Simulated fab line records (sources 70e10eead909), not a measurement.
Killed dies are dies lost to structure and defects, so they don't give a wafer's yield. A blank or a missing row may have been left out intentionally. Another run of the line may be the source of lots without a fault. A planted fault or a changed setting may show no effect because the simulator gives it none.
Matching of chambers ; flow nandHarc ; pecvd-04 running NHARC_A_M1_DEP_33: 3 sister chambers
The step deposits SiCN, target thk 30 nm. 3 wafers are shown with their chamber, then 7 later ones without.

== WAFERS WITH THEIR CHAMBER ==
wafer;chamber;heaterPowerW (W)
L082.5;0;526
L083.3;1;626
L083.4;2;523

== WAFERS WHOSE CHAMBER IS MISSING ==
wafer;heaterPowerW (W)
L083.6;567
L091.2;514
L091.3;607
L091.4;506
L092.3;537
L092.4;614
L092.6;557

== CHAMBER TAKEN BY EACH ==
wafer;from the rows above;in truth
L083.6;can't be placed: 0 or 2 or 1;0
L091.2;can't be placed: 2 or 0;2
L091.3;1;1
L091.4;can't be placed: 2 or 0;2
L092.3;can't be placed: 0 or 2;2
L092.4;1;1
L092.6;can't be placed: 0 or 2 or 1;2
2 of 7 placed correctly. Cannot be placed on the basis of these rows: 5; the candidates contain the true chamber in 5. Number placed wrongly: 0.
How it was worked out, from the rows above alone: a wafer's distance from a chamber is the root of the sum, over the readings, of the square of ((its reading less the chamber's mean) divided by the reading's scatter). The wafer belongs to the nearest chamber; if the next one is less than 2 further off, it can't be placed. The mean given for a chamber averages the wafers shown for that chamber. The scatter: root of mean squared gap, hidden wafer to nearest shown wafer, with one shown wafer a chamber.
